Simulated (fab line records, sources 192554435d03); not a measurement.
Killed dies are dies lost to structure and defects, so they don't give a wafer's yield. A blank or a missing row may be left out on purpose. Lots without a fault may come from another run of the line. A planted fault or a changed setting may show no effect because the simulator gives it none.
Which tool did it? | flow n5_finfet | 24 lots, 72 wafers sampled, at 6 steps of a route of 1938

WHAT THE GAUGES READ, wafer by wafer
N5_BEOL_M5_THK_MEAS_01.
lot  | measured     | on            | M5_ILD_THK (nm)
L074 | day 8 08:00  | film_metro-02 | 117.1 119.7 118.0
L075 | day 9 04:33  | film_metro-02 | 118.6 118.4 120.6
L077 | day 9 06:30  | film_metro-02 | 121.2 118.9 121.4
L076 | day 9 09:25  | film_metro-02 | 120.1 118.6 120.7
L078 | day 9 11:16  | film_metro-01 | 120.8 122.4 121.2
L079 | day 9 14:35  | film_metro-01 | 121.3 122.4 121.6
L080 | day 9 22:34  | film_metro-02 | 120.3 122.2 121.4
L081 | day 10 01:14 | film_metro-02 | 119.2 123.1 121.6
L082 | day 10 12:11 | film_metro-01 | 120.0 121.1 120.7
L083 | day 10 16:56 | film_metro-02 | 120.9 121.8 122.1
L084 | day 10 20:47 | film_metro-01 | 118.7 120.2 119.8
L085 | day 11 02:29 | film_metro-02 | 121.4 119.5 124.3
L086 | day 11 15:20 | film_metro-01 | 121.9 122.1 121.9
L087 | day 11 21:11 | film_metro-01 | 121.4 120.5 123.7
L088 | day 11 23:31 | film_metro-01 | 121.1 120.5 121.4
L090 | day 12 06:17 | film_metro-01 | 119.6 119.0 121.7
L089 | day 12 11:20 | film_metro-01 | 117.9 119.8 120.4
L091 | day 12 15:18 | film_metro-02 | 119.8 119.1 122.5
L093 | day 13 07:07 | film_metro-02 | 121.2 120.9 122.5
L092 | day 13 07:22 | film_metro-01 | 118.2 121.2 120.8
L094 | day 13 10:10 | film_metro-02 | 118.9 120.0 121.1
L095 | day 13 10:23 | film_metro-01 | 121.4 121.8 123.5
L096 | day 13 17:25 | film_metro-01 | 119.9 119.6 121.3
L097 | day 14 09:46 | film_metro-02 | 121.6 124.6 123.1

N5_BEOL_M5_OVL_MEAS_29.
lot  | measured     | on         | V4_OVL (nm)
L074 | day 8 10:14  | overlay-01 | -0.4 0.3 -0.5
L075 | day 9 06:30  | overlay-01 | -0.9 0.2 -0.5
L077 | day 9 11:32  | overlay-02 | -1.9 -1.1 -1.1
L076 | day 9 11:29  | overlay-01 | 1.1 0.6 -0.3
L078 | day 9 13:31  | overlay-02 | 0.1 0.9 0.6
L079 | day 9 22:11  | overlay-01 | 0.6 0.7 -0.1
L080 | day 10 01:29 | overlay-01 | -0.8 -0.6 0.5
L081 | day 10 05:09 | overlay-01 | 0.5 -0.4 0.1
L082 | day 10 14:08 | overlay-01 | -1.1 0.5 -0.1
L083 | day 10 20:20 | overlay-02 | -1.4 0.2 -0.3
L084 | day 11 00:26 | overlay-02 | -0.4 -0.6 -0.4
L085 | day 11 05:28 | overlay-02 | -0.8 -0.1 -1.1
L086 | day 11 17:47 | overlay-01 | -0.3 -0.6 0.3
L087 | day 11 23:06 | overlay-01 | 0.6 -0.6 0.0
L088 | day 12 03:01 | overlay-02 | -0.1 -0.6 -0.5
L090 | day 12 08:53 | overlay-01 | 0.3 -1.1 0.0
L089 | day 12 14:14 | overlay-01 | 0.0 -0.5 0.0
L091 | day 12 21:07 | overlay-01 | 0.6 0.6 0.6
L093 | day 13 09:28 | overlay-01 | 0.5 0.0 0.4
L092 | day 13 09:32 | overlay-02 | 0.6 0.5 1.2
L094 | day 13 15:31 | overlay-02 | -0.6 -0.2 -1.0
L095 | day 13 15:25 | overlay-01 | -0.4 -0.2 -0.1
L096 | day 13 19:57 | overlay-02 | 0.6 1.2 -0.1
L097 | day 14 12:35 | overlay-02 | 0.5 -0.2 1.1

N5_BEOL_M5_OCD_MEAS_38.
lot  | measured     | on     | trench_depth_nm (nm)
L074 | day 8 10:47  | ocd-01 | 71.3 71.6 70.8
L075 | day 9 07:01  | ocd-01 | 71.2 71.1 72.2
L077 | day 9 12:23  | ocd-01 | 71.3 69.9 70.6
L076 | day 9 11:59  | ocd-02 | 70.6 72.8 69.9
L078 | day 9 14:02  | ocd-02 | 70.0 70.9 71.6
L079 | day 9 23:08  | ocd-01 | 71.3 71.5 70.3
L080 | day 10 02:20 | ocd-02 | 71.7 72.3 70.0
L081 | day 10 05:39 | ocd-01 | 71.9 70.9 70.6
L082 | day 10 14:39 | ocd-02 | 73.6 71.2 73.4
L083 | day 10 20:50 | ocd-01 | 73.1 70.1 72.8
L084 | day 11 00:57 | ocd-01 | 70.9 70.9 71.3
L085 | day 11 05:58 | ocd-01 | 71.3 72.2 71.0
L086 | day 11 18:46 | ocd-01 | 69.3 71.1 69.9
L087 | day 11 23:37 | ocd-02 | 72.3 71.6 71.9
L088 | day 12 03:31 | ocd-02 | 72.5 70.2 71.8
L090 | day 12 09:25 | ocd-02 | 71.6 70.7 69.2
L089 | day 12 14:55 | ocd-02 | 71.6 73.0 70.7
L091 | day 12 21:43 | ocd-01 | 72.6 71.7 72.2
L093 | day 13 09:59 | ocd-02 | 69.9 71.7 70.3
L092 | day 13 10:02 | ocd-02 | 71.2 72.5 71.4
L094 | day 13 16:23 | ocd-02 | 70.8 71.0 70.9
L095 | day 13 16:13 | ocd-02 | 72.0 70.5 70.2
L096 | day 13 20:28 | ocd-01 | 70.7 72.0 71.7
L097 | day 14 13:05 | ocd-01 | 71.6 70.5 72.3

WHICH TOOL RAN EACH LOT (tool, then ch and the chambers of the sampled wafers, then the start)
lot  | N5_BEOL_M5_CURE_79            | N5_BEOL_M5_ETCH_62                 | N5_BEOL_M5_HM_OPEN_17
L074 | uv_cure-02 ch 1, day 8 07:39  | rie_diel-01 ch 0,1, day 8 09:30    | rie_metal-01 ch 0,1, day 8 09:42
L075 | uv_cure-03 ch 0, day 9 04:02  | rie_diel-03 ch 1,2,3, day 9 05:28  | rie_metal-01 ch 0,1, day 9 05:38
L077 | uv_cure-02 ch 1, day 9 05:59  | rie_diel-03 ch 0,1,3, day 9 08:22  | rie_metal-03 ch 0,1, day 9 08:32
L076 | uv_cure-02 ch 1, day 9 08:59  | rie_diel-02 ch 0,1,2, day 9 10:30  | rie_metal-02 ch 1, day 9 10:40
L078 | uv_cure-02 ch 1, day 9 10:46  | rie_diel-01 ch 0,1, day 9 12:41    | rie_metal-03 ch 0,1, day 9 12:52
L079 | uv_cure-01 ch 2, day 9 14:14  | rie_diel-01 ch 1,3, day 9 19:58    | rie_metal-03 ch 0,1, day 9 20:09
L080 | uv_cure-03 ch 0, day 9 22:04  | rie_diel-03 ch 0,1, day 9 23:47    | rie_metal-01 ch 0,1, day 9 23:57
L081 | uv_cure-01 ch 2, day 10 00:48 | rie_diel-02 ch 0,2,3, day 10 02:54 | rie_metal-02 ch 0,1, day 10 03:04
L082 | uv_cure-03 ch 0, day 10 11:49 | rie_diel-03 ch 1,2, day 10 12:52   | rie_metal-02 ch 0,1, day 10 13:04
L083 | uv_cure-03 ch 1, day 10 16:30 | rie_diel-03 ch 1,2,3, day 10 19:04 | rie_metal-02 ch 1, day 10 19:14
L084 | uv_cure-02 ch 0, day 10 20:16 | rie_diel-03 ch 1,2,3, day 10 22:12 | rie_metal-02 ch 0,1, day 10 22:22
L085 | uv_cure-02 ch 1, day 11 02:04 | rie_diel-02 ch 0,1,2, day 11 03:50 | rie_metal-03 ch 0,1, day 11 04:01
L086 | uv_cure-01 ch 0, day 11 14:55 | rie_diel-03 ch 0,1,3, day 11 16:23 | rie_metal-02 ch 0,1, day 11 16:33
L087 | uv_cure-03 ch 1, day 11 20:40 | rie_diel-01 ch 0,2, day 11 22:17   | rie_metal-02 ch 0,1, day 11 22:27
L088 | uv_cure-01 ch 1, day 11 23:14 | rie_diel-03 ch 0,2,3, day 12 01:19 | rie_metal-03 ch 0,1, day 12 01:31
L090 | uv_cure-01 ch 0, day 12 05:52 | rie_diel-03 ch 0,1,3, day 12 07:25 | rie_metal-03 ch 0,1, day 12 07:35
L089 | uv_cure-03 ch 1, day 12 10:59 | rie_diel-02 ch 2,3, day 12 13:16   | rie_metal-01 ch 0,1, day 12 13:28
L091 | uv_cure-03 ch 1, day 12 14:47 | rie_diel-01 ch 0,2,3, day 12 16:28 | rie_metal-01 ch 0,1, day 12 16:38
L093 | uv_cure-01 ch 0, day 13 06:36 | rie_diel-01 ch 0,1,2, day 13 08:38 | rie_metal-02 ch 0,1, day 13 08:48
L092 | uv_cure-02 ch 0, day 13 07:01 | rie_diel-02 ch 0,1,3, day 13 08:44 | rie_metal-03 ch 0,1, day 13 08:56
L094 | uv_cure-01 ch 2, day 13 09:38 | rie_diel-03 ch 1,3, day 13 11:15   | rie_metal-02 ch 0,1, day 13 11:25
L095 | uv_cure-02 ch 2, day 13 09:57 | rie_diel-03 ch 0,1,3, day 13 11:29 | rie_metal-02 ch 0,1, day 13 11:39
L096 | uv_cure-02 ch 1, day 13 16:59 | rie_diel-03 ch 0,1, day 13 18:40   | rie_metal-01 ch 0,1, day 13 18:55
L097 | uv_cure-01 ch 2, day 14 09:20 | rie_diel-03 ch 0,3, day 14 11:31   | rie_metal-02 ch 0,1, day 14 11:41
- N5_BEOL_M5_CURE_79: cures SiCOH lowk, time 240 s.
- N5_BEOL_M5_ETCH_62: etches SOC in N2/H2, target depth 75 nm, overetch 15 nm, time 112.5 s.
- N5_BEOL_M5_HM_OPEN_17: chemistry Cl2/BCl3, target TiN, target depth 20 nm, overetch 6 nm.

WHAT THE TOOLS THEMSELVES READ (means of the sampled wafers that have a number; where no wafer has one, the mark that the record gives instead)
N5_BEOL_M5_CURE_79.
lot  | tool       | lamp_power_pct (%) | wafer_temp_C_max
L074 | uv_cure-02 | 52.25              | 387.1
L075 | uv_cure-03 | 52.33              | 387.3
L077 | uv_cure-02 | 52.31              | 386.9
L076 | uv_cure-02 | 52.33              | 386.4
L078 | uv_cure-02 | 52.34              | 386.8
L079 | uv_cure-01 | 52.28              | 386.8
L080 | uv_cure-03 | 52.35              | 387.1
L081 | uv_cure-01 | 52.31              | 386.7
L082 | uv_cure-03 | 52.31              | 387.0
L083 | uv_cure-03 | 52.27              | 386.2
L084 | uv_cure-02 | 52.26              | 386.6
L085 | uv_cure-02 | 52.30              | 386.8
L086 | uv_cure-01 | 52.34              | 387.1
L087 | uv_cure-03 | 52.34              | 386.6
L088 | uv_cure-01 | 52.33              | 386.8
L090 | uv_cure-01 | 52.36              | 387.1
L089 | uv_cure-03 | 52.27              | 386.4
L091 | uv_cure-03 | 52.31              | 386.6
L093 | uv_cure-01 | 52.26              | 387.4
L092 | uv_cure-02 | 52.35              | 386.9
L094 | uv_cure-01 | 52.30              | 386.5
L095 | uv_cure-02 | 52.34              | 388.0
L096 | uv_cure-02 | 52.40              | 386.8
L097 | uv_cure-01 | 52.32              | 387.0

N5_BEOL_M5_ETCH_62.
lot  | tool        | drypump_motor_current_A (A) | oes_product_au (a.u.) | rf_vpp_V (V) | showerhead_plenum_p_Torr (Torr) | throttle_valve_pct (%)
L074 | rie_diel-01 | 6.2                         | 0.68                  | 523.0        | 2.51                            | 17.86
L075 | rie_diel-03 | 5.9                         | 0.61                  | 523.4        | 2.52                            | 17.77
L077 | rie_diel-03 | 5.9                         | 0.64                  | 524.4        | 2.54                            | 17.74
L076 | rie_diel-02 | 6.4                         | 0.57                  | 523.3        | 2.49                            | 17.91
L078 | rie_diel-01 | 6.1                         | 0.64                  | 523.6        | 2.53                            | 17.90
L079 | rie_diel-01 | 6.1                         | 0.61                  | 522.8        | 2.51                            | 17.85
L080 | rie_diel-03 | 6.0                         | 0.63                  | 523.5        | 2.49                            | 17.99
L081 | rie_diel-02 | 6.2                         | 0.58                  | 522.7        | 2.49                            | 17.94
L082 | rie_diel-03 | 6.0                         | 0.57                  | 522.2        | 2.46                            | 18.07
L083 | rie_diel-03 | 5.9                         | 0.60                  | 522.0        | 2.52                            | 17.80
L084 | rie_diel-03 | 5.9                         | 0.60                  | 522.1        | 2.52                            | 17.80
L085 | rie_diel-02 | 6.4                         | 0.57                  | 522.6        | 2.49                            | 17.94
L086 | rie_diel-03 | 5.9                         | 0.62                  | 522.5        | 2.53                            | 17.76
L087 | rie_diel-01 | 5.8                         | 0.63                  | 524.2        | 2.56                            | 17.95
L088 | rie_diel-03 | 5.8                         | 0.60                  | 525.8        | 2.59                            | 17.90
L090 | rie_diel-03 | 5.9                         | 0.62                  | 523.7        | 2.53                            | 17.77
L089 | rie_diel-02 | 5.8                         | 0.60                  | 521.0        | 2.44                            | 17.96
L091 | rie_diel-01 | 5.8                         | 0.62                  | 524.4        | 2.55                            | 17.93
L093 | rie_diel-01 | 5.9                         | 0.65                  | 523.6        | 2.53                            | 17.97
L092 | rie_diel-02 | 5.9                         | 0.65                  | 522.9        | 2.50                            | 17.80
L094 | rie_diel-03 | 6.0                         | 0.61                  | 520.1        | 2.45                            | 17.69
L095 | rie_diel-03 | 5.9                         | 0.61                  | 523.4        | 2.52                            | 17.79
L096 | rie_diel-03 | 6.1                         | 0.60                  | 521.0        | 2.41                            | 17.95
L097 | rie_diel-03 | 5.7                         | 0.62                  | 525.0        | 2.60                            | 17.89

N5_BEOL_M5_HM_OPEN_17.
lot  | tool         | drypump_motor_current_A (A) | oes_product_au (a.u.) | throttle_valve_pct (%)
L074 | rie_metal-01 | 5.9                         | 0.68                  | 22.19
L075 | rie_metal-01 | 5.9                         | 0.68                  | 22.17
L077 | rie_metal-03 | 5.7                         | 0.75                  | 22.00
L076 | rie_metal-02 | 5.2                         | 0.69                  | 22.39
L078 | rie_metal-03 | 5.7                         | 0.75                  | 22.01
L079 | rie_metal-03 | 5.7                         | 0.74                  | 22.02
L080 | rie_metal-01 | 6.1                         | 0.70                  | 22.21
L081 | rie_metal-02 | 5.1                         | 0.68                  | 22.28
L082 | rie_metal-02 | 5.1                         | 0.68                  | 22.27
L083 | rie_metal-02 | 5.2                         | 0.68                  | 22.40
L084 | rie_metal-02 | 4.9                         | 0.67                  | 22.17
L085 | rie_metal-03 | 6.0                         | 0.72                  | 21.99
L086 | rie_metal-02 | 4.9                         | 0.67                  | 22.17
L087 | rie_metal-02 | 5.1                         | 0.67                  | 22.29
L088 | rie_metal-03 | 5.7                         | 0.74                  | 22.01
L090 | rie_metal-03 | 5.7                         | 0.72                  | 22.03
L089 | rie_metal-01 | 5.9                         | 0.66                  | 22.20
L091 | rie_metal-01 | 5.9                         | 0.65                  | 22.21
L093 | rie_metal-02 | 4.9                         | 0.66                  | 22.18
L092 | rie_metal-03 | 5.8                         | 0.71                  | 22.02
L094 | rie_metal-02 | 4.9                         | 0.66                  | 22.18
L095 | rie_metal-02 | 4.9                         | 0.66                  | 22.18
L096 | rie_metal-01 | 6.1                         | 0.68                  | 22.24
L097 | rie_metal-02 | 5.0                         | 0.65                  | 22.19

THE ANSWER, worked out from the rows above alone
Rule: what is usual is taken from the lots themselves. Put in order of their means at a reading, lots are off if they are a third of the lots or fewer, leave a main group of 4 or more, and stand apart from it by a gap of 3 or more times the standard deviation of the main group's means; of several such gaps the widest counts. A main group whose means are all the same, to the digits that the tables above print for the reading, isn't used. A lot without any number at a reading at which 4 lots or more have one is off too. The other lots that the step has rows for count as sound. The gauges are gone through in route order, then the tools' own readings, and for those a lot's mean is taken as printed above. The first step at which some lot is off is used, and at that step the reading that is off furthest; a lot without a number counts as furthest.
No lot is off at any reading shown: from this, nothing can be told.

WHAT THE SIMULATOR HAD PUT IN
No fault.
